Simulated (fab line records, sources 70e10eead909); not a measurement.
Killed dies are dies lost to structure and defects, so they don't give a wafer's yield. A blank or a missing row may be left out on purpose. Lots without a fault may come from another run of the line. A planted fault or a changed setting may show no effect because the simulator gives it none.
Tool commonality check | flow nand_harc | 13 lots, 39 wafers sampled

WHY IT WAS OPENED
At NHARC_A_SOURCE_PLATE_THK_MEAS_09 the reading thk_nm is flagged on 2 of 13 lots. Wafers without a fault read 9.8 nm, standard deviation 1.
Rule: a lot is flagged when every wafer of it that has a number lies more than 4 standard deviations from that mean, or none has a number. The other lots count as sound.

lot  | measured     | on            | thk_nm (nm), wafer by wafer | flag
L841 | day 7 07:35  | film_metro-02 | 8.1 11.0 9.8                |
L843 | day 7 13:10  | film_metro-01 | 8.8 11.2 10.2               |
L845 | day 7 19:58  | film_metro-02 | 9.3 10.6 9.9                |
L846 | day 7 19:58  | film_metro-01 | 8.8 9.3 9.0                 |
L844 | day 8 03:29  | film_metro-02 | 11.1 10.7 11.2              |
L847 | day 8 12:23  | film_metro-01 | 8.5 8.9 11.7                |
L848 | day 8 12:23  | film_metro-02 | 10.6 11.8 10.7              |
L850 | day 8 23:21  | film_metro-01 | 9.3 10.8 9.5                |
L849 | day 8 23:22  | film_metro-01 | 8.7 9.1 12.3                |
L852 | day 10 10:20 | film_metro-02 | 16.0 16.1 14.7              | FLAGGED
L855 | day 11 04:34 | film_metro-01 | 15.7 16.9 15.6              | FLAGGED
L863 | day 12 09:35 | film_metro-01 | 11.0 10.0 9.1               |
L864 | day 12 15:40 | film_metro-01 | 10.6 10.1 10.3              |
The numbers of the flagged lots are 15.8 nm on average: +6.0 nm against the usual, or +6 standard deviations.

WHICH TOOL RAN EACH LOT
The record holds 3 process steps before the reading, out of a route of 1159 steps. In each cell: the tool, then ch and the chambers that the sampled wafers went through, then the start.
lot  | flag    | NHARC_P_BONDPAD_PVD_27                  | NHARC_P_BONDPAD_ANNEAL_28        | NHARC_A_SOURCE_PLATE_OXIDE_02
L841 |         | pvd_sputter-01, day 6 20:32 or earlier  | rtp_anneal-02 ch 0, day 6 20:32  | furnace-03 ch 0, day 7 03:36
L843 |         | pvd_sputter-03, day 7 03:04 or earlier  | rtp_anneal-01 ch 0, day 7 03:04  | furnace-03 ch 0, day 7 09:02
L845 |         | pvd_sputter-01, day 7 10:24 or earlier  | rtp_anneal-02 ch 0, day 7 10:24  | furnace-02 ch 0, day 7 15:53
L846 |         | pvd_sputter-03, day 7 09:20 or earlier  | rtp_anneal-01 ch 0, day 7 09:20  | furnace-02 ch 0, day 7 15:53
L844 |         | pvd_sputter-03, day 7 16:49 or earlier  | rtp_anneal-01 ch 0, day 7 16:49  | furnace-02 ch 0, day 7 23:25
L847 |         | pvd_sputter-03, day 8 01:45 or earlier  | rtp_anneal-01 ch 0, day 8 01:45  | furnace-02 ch 0, day 8 08:20
L848 |         | pvd_sputter-03, day 8 03:07 or earlier  | rtp_anneal-02 ch 0, day 8 03:07  | furnace-02 ch 0, day 8 08:20
L850 |         | pvd_sputter-03, day 8 12:14 or earlier  | rtp_anneal-01 ch 0, day 8 12:14  | furnace-03 ch 0, day 8 19:14
L849 |         | pvd_sputter-03, day 8 14:47 or earlier  | rtp_anneal-01 ch 0, day 8 14:47  | furnace-03 ch 0, day 8 19:14
L852 | FLAGGED | pvd_sputter-03, day 9 18:56 or earlier  | rtp_anneal-01 ch 0, day 9 18:56  | furnace-03 ch 0, day 10 02:02
L855 | FLAGGED | pvd_sputter-01, day 10 10:10 or earlier | rtp_anneal-02 ch 0, day 10 10:10 | furnace-03 ch 0, day 10 17:22
L863 |         | pvd_sputter-01, day 11 22:38 or earlier | rtp_anneal-02 ch 0, day 11 22:38 | furnace-02 ch 0, day 12 05:33
L864 |         | pvd_sputter-01, day 12 03:24 or earlier | rtp_anneal-02 ch 0, day 12 03:24 | furnace-08 ch 0, day 12 11:32
What these steps do:
- NHARC_P_BONDPAD_PVD_27: deposits Cu, target thk 30 nm, time 20.49 s.
- NHARC_P_BONDPAD_ANNEAL_28: time 90 s.
- NHARC_A_SOURCE_PLATE_OXIDE_02: material SiO2, target thk 10 nm, ox time 1362 s.
- NHARC_A_SOURCE_PLATE_THK_MEAS_09: measures by ellipsometry.

FLAGGED OVER TOTAL, TOOL BY TOOL (the gauges that took the reading come last)
step                             | tool           | lots run | flagged | share of the flagged lots | sound lots run after its first flagged lot
NHARC_P_BONDPAD_PVD_27           | pvd_sputter-01 | 5        | 1       | some                      | 2 (L863,L864)
NHARC_P_BONDPAD_PVD_27           | pvd_sputter-03 | 8        | 1       | some                      | 0
NHARC_P_BONDPAD_ANNEAL_28        | rtp_anneal-01  | 7        | 1       | some                      | 0
NHARC_P_BONDPAD_ANNEAL_28        | rtp_anneal-02  | 6        | 1       | some                      | 2 (L863,L864)
NHARC_A_SOURCE_PLATE_OXIDE_02    | furnace-02     | 6        | 0       | none                      | -
NHARC_A_SOURCE_PLATE_OXIDE_02    | furnace-03     | 6        | 2       | all                       | 0
NHARC_A_SOURCE_PLATE_OXIDE_02    | furnace-08     | 1        | 0       | none                      | -
NHARC_A_SOURCE_PLATE_THK_MEAS_09 | film_metro-01  | 8        | 1       | some                      | 2 (L863,L864)
NHARC_A_SOURCE_PLATE_THK_MEAS_09 | film_metro-02  | 5        | 1       | some                      | 0
NHARC_P_BONDPAD_PVD_27 gives no start for some lots, so the hours and the order of its lots are those of NHARC_P_BONDPAD_ANNEAL_28.

WHAT THE TABLE ALLOWS
1 row of the table ran every flagged lot: furnace-03 at NHARC_A_SOURCE_PLATE_OXIDE_02.
- furnace-03 at NHARC_A_SOURCE_PLATE_OXIDE_02: 2 of its 6 lots flagged. Its last sound lot is L849 (day 8 19:14), its first flagged lot L852 (day 10 02:02): a fault that began between those two fits.
One tool is left: furnace-03 at NHARC_A_SOURCE_PLATE_OXIDE_02.

WHAT THE SIMULATOR HAD PUT IN
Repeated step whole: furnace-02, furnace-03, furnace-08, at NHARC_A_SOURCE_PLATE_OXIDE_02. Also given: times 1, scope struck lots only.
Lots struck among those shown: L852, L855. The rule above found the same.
